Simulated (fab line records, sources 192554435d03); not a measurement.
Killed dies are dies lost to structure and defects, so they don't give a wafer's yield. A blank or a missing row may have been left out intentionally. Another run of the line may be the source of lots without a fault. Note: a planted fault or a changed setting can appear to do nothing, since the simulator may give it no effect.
Struck lot and sound lot, side by side	flow n5-finfet	27 steps out of a route of 1938
Sound: wafers L387.1, L387.5, L387.6. Struck: wafers L402.3, L402.5, L402.6. The cause is given at the end.
At each step with rows: each side's tool, then ch and its chambers, then its first start. Under that, the readings that differ: sound wafers	struck wafers	difference of the means	sigmas: that difference in standard deviations of wafers without a fault.
alike: words and numbers the same on both sides, and readings whose means are apart by under 2 such deviations; not compared: readings that were withheld, readings missing a value for some wafer, numbers with overlapping values and no deviation given by the record, and bounds like >300 which may hide the same value.
Wherever a step has rows on one side only, a row that says differs or no value, or a row with sigmas, the two part there. When numbers do not overlap yet have no deviation, they are printed without sigmas and do not part them. A reading missing from all wafers of one side parts the sides only when that side holds two or more wafers.

first, 2 steps without rows for these wafers: N5_BEOL_M0_WET_ETCH_106 (etches SiO2 in DHF, target depth 130 nm, rinse time 30 s); N5_BEOL_M0_ETCH_128 (etches SiCN in CF4/N2, target depth 12 nm, overetch 5.1 nm, time 21.4 s).
N5_BEOL_M0_TRENCH_ETCH_107: etches SiOC in C4F6/O2, target depth 32.8 nm, time 16.4 s.
  sound on rie-diel-04 ch 1,3, day 7 12:07; struck on rie-diel-06 ch 2,3, day 11 06:05
reading	sound	struck	difference	sigmas
rf-vpp-V (V)	702 663 703	661 660 638	-36	-2
showerhead-plenum-p-Torr (Torr)	2.92 2.97 2.92	2.71 2.71 2.91	-0.16	-2
  alike: drypump-motor-current-A, oes-product-au, rf-fwd-power-W, throttle-valve-pct
  not compared: rf-hours-counter-h
then, 1 step without rows for these wafers: N5_BEOL_M0_STRIP_142 (strips in N2/H2, time 10 s).
N5_BEOL_M0_OCD_MEAS_108:
  sound on ocd-02, day 7 12:13; struck on ocd-01, day 11 06:11
  alike: trench-depth-nm
then, 5 steps without rows for these wafers: N5_BEOL_M0_HM_STRIP_129 (strips TiN in peroxide tin strip, target depth 17 nm, time 108 s); N5_BEOL_M0_SRD_130 (time 30 s); N5_BEOL_M0_ETCH_109 (etches SiCN in CH3F/O2, target depth 8 nm, overetch 2.4 nm, time 27.4 s); N5_BEOL_M0_STRIP_139 (strips in post etch residue remover, time 60 s); N5_BEOL_M0_SRD_111 (time 30 s).
N5_BEOL_M0_DEGAS_112: time 60 s.
  sound on pvd-sputter-02, day 7 15:12; struck on pvd-sputter-02, day 11 06:31
  alike: heater-power-w, susceptor-temp-C
then, 1 step without rows for these wafers: N5_BEOL_M0_PRE_CLEAN_113 (time 30 s).
N5_BEOL_M0_ALD_136: deposits TaN, pulse time 2 s, purge time 3 s, co reactant purge time 2 s.
  sound on ald-metal-04 ch 0,2,3, day 7 15:18; struck on ald-metal-02 ch 0,1,3, day 11 06:40
  no value came back on the struck wafers for any of 6 readings (ald-cycles, chamber-pressure-Torr (Torr) and others); on the sound wafers ald-cycles reads 30 30 30
then, 2 steps without rows for these wafers: N5_BEOL_M0_SURFACE_TREAT_137; N5_BEOL_M0_CVD_115 (deposits Co from CCTBA/H2, time 120 s).
N5_BEOL_M0_SPUTTER_116: material Cu, target thk 4 nm, time 7.37 s.
  sound on pvd-sputter-02, day 7 15:50; struck on pvd-sputter-03, day 11 08:31
  alike: chamber-pressure-pa, susceptor-temp-C, throttle-valve-pct
then, 5 steps without rows for these wafers: N5_BEOL_M0_ANNEAL_117 (time 60 s); N5_BEOL_M0_SPUTTER_132 (material Cu, target thk 4 nm, time 7.37 s); N5_BEOL_M0_ANNEAL_133 (time 60 s); N5_BEOL_M0_SPUTTER_134 (material Cu, target thk 4 nm, time 7.37 s); N5_BEOL_M0_ANNEAL_135 (time 60 s).
N5_BEOL_M0_SPUTTER_141: material Cu, target thk 4 nm, time 7.37 s.
  sound on pvd-sputter-02, day 7 16:12; struck on pvd-sputter-03, day 11 08:52
  alike: chamber-pressure-pa, susceptor-temp-C, throttle-valve-pct
then, 1 step without rows for these wafers: N5_BEOL_M0_ECD_118 (material Cu, target thk 300 nm).
N5_BEOL_M0_ANNEAL_119: time 90 s.
  sound on rtp-anneal-01 ch 0, day 7 16:23; struck on rtp-anneal-02 ch 0, day 11 09:10
reading	sound	struck	difference	sigmas
wafer_temp_C_max	225.8 226.1 226.0	226.6 226.6 226.9	+0.7	+2
N5_BEOL_M0_CMP_120: polishes, stops on SiOC, t overpolish 6.9 s.
  sound on cmp-01 ch 0,1,3, day 7 16:47; struck on cmp-03 ch 0,2,3, day 11 09:27
reading	sound	struck	difference	sigmas
barrier-field-endpoint-s (s)	3.62 3.62 3.40	2.06 2.09 1.91	-1.53	-12
  alike: motor-current-A, slurry-flow-ml-min
N5_BEOL_M4_RC_MEAS_101:
  the record has rows for the sound wafers here (prober-01 ch 0, day 11 05:59) and none for the struck ones
-- the record jumps here: 9 days lie between the struck wafers' starts before and after (it left off in module BEOL_M4 and takes up again in module PASSIVATION, whose first step shown is number 1936 of the route) --
N5_PASSIVATION_PROBE_49:
  sound on prober-01, day 15 10:17; struck on prober-01, day 19 22:23
reading	sound	struck	difference	sigmas
defect-limited-yield (%)	90.1 91.2 92.6	0 0 0	-91	-65
killed_at_M0_to_M3	62 37 36	1120 1128 1100	+1071	+99 or more
killed-dies	117 104 87	1180 1180 1180	+1077	+63
killed-on-rim	14 15 15	152 152 152	+137	+32
sort_bin_5_function (%)	6.2 4.9 3.8	97.1 97.2 96.4	+91.9	+95
sort-n-pass	1063 1075 1093	0 0 0	-1077	-63
sort-yield-pct (%)	90.1 91.1 92.6	0 0 0	-91	-65
  alike: killed_at_M4_up, killed-at-contacts, killed-at-front-end, killed-at-other, killed-open, killed-short, sort_bin_6_memory, sort_bin_8_speed

## WHERE THEY PART
Last at N5_PASSIVATION_PROBE_49 as far as this record goes, first at N5_BEOL_M0_TRENCH_ETCH_107.

WHY: what had been put in by the simulator
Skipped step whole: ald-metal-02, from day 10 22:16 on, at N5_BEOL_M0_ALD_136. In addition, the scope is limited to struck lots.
